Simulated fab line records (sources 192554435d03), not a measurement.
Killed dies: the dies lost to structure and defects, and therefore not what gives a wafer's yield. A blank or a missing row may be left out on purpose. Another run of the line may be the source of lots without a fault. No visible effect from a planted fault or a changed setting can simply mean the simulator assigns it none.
Comparing a struck lot with a sound one | flow n5-finfet | 16 steps out of a route of 1938
Sound: these wafers, L410.2, L410.3, L410.4. Wafers L408.1, L408.4, L408.6 were the ones struck. Last of all comes the cause.
Each step with rows lists, per side, the tool, then ch with its chambers, then its first start. Under that, the readings that differ: sound wafers | struck wafers | difference of the means | sigmas: that difference in standard deviations of wafers without a fault.
alike: same words and numbers on both sides, and readings whose means sit less than 2 such deviations apart. not compared: any withheld reading, any reading some wafer has no value for, any bound like >300 that may hide the same value, and any number with overlapping values for which the record gives no deviation.
A row with sigmas, a row that says differs or no value, or rows on one side alone: a step with any of these is where the two part. When numbers do not overlap yet have no deviation, they are printed without sigmas and do not part them. Lack of a reading on every wafer of one side parts them only where that side has two or more wafers.

first, 5 steps without rows for these wafers: N5_SD_EPI_P_SRD_49 (time 30 s); N5_SD_EPI_P_PRECLEAN_24 (cleans in O3/DIW, time 45 s); N5_SD_EPI_P_PRECLEAN_32 (cleans in dHF, time 10 s); N5_SD_EPI_P_PRECLEAN_33 (cleans in SC2, time 45 s); N5_SD_EPI_P_SRD_25 (time 30 s).
N5_SD_EPI_P_INSPECT_26: inspects for defects (darkfield).
  sound: defect-inspect-01 at day 4 07:49; struck: defect-inspect-02 at day 3 08:12
  alike: raw-defect-count
N5_SD_ACTIVATION_RTA_00: time 0 s.
  sound on rtp-anneal-01 ch 0, day 4 07:52; struck on rtp-anneal-01 ch 0, day 3 08:14
  alike: lamp-power-pct, lamp_zone_1_pct, wafer_temp_C_max
N5_SD_ACTIVATION_LSA_01: time 0.0008 s.
  sound on laser-anneal-02 ch 0, day 4 08:04; struck on laser-anneal-02 ch 0, day 3 08:26
  alike: wafer_temp_C_max
N5_SD_ACTIVATION_RS_MEAS_03: measures by four-point-probe.
  sound: film-metro-01 at day 4 08:16; struck: film-metro-02 at day 3 08:38
  alike: RS_SD_N, RS_SD_P
N5_SD_ACTIVATION_INSPECT_02: inspects for defects (darkfield).
  sound: defect-inspect-01 at day 4 08:34; struck: defect-inspect-01 at day 3 08:58
  alike: raw-defect-count
N5_ILD0_LINER_00: material SiNx, target thk 4 nm, pulse time 1 s, purge time 2 s.
  sound on ald-sin-04 ch 0,1,2, day 4 08:36; struck on ald-sin-02 ch 0,2,3, day 3 09:00
  alike: chamber-pressure-Torr, heater-power-w, precursor-pulse-height-rel
N5_ILD0_FCVD_FILL_01: material SiO2 flowable, target thk 200 nm, time 328.3 s.
  sound on fcvd-01 ch 0,1, day 4 09:02; struck on fcvd-01 ch 0,1, day 3 09:58
  alike: chamber-pressure-Torr
then, 1 step without rows for these wafers: N5_ILD0_CURE_02 (time 1800 s).
N5_ILD0_CMP_03: polishes, stops on SiNx, t overpolish 1.9 s, target thk 197.38 nm.
  sound on cmp-03 ch 0,2,3, day 4 11:00; struck on cmp-04 ch 0,1,2, day 3 11:59
  reading                | sound    | struck      | difference | sigmas
  time-to-endpoint-s (s) | 71 74 69 | 144 141 145 | +72        | +18
  alike: motor-current-A, overpolish-run-s
N5_ILD0_THK_MEAS_04:
  sound: film-metro-01 at day 4 11:17; struck: film-metro-02 at day 3 12:12
  alike: thk-nm
-- the record jumps here: 9 days lie between the struck wafers' starts before and after (it left off in module ILD0 and takes up again in module PASSIVATION, whose first step shown is number 1936 of the route) --
N5_PASSIVATION_PROBE_49:
  rows exist in the record for the struck wafers here (prober-01, day 12 22:08), but not for the sound ones

## WHERE THEY PART
At N5_ILD0_CMP_03 first; at N5_PASSIVATION_PROBE_49 last (within this record only).

WHY: what the simulator had put in
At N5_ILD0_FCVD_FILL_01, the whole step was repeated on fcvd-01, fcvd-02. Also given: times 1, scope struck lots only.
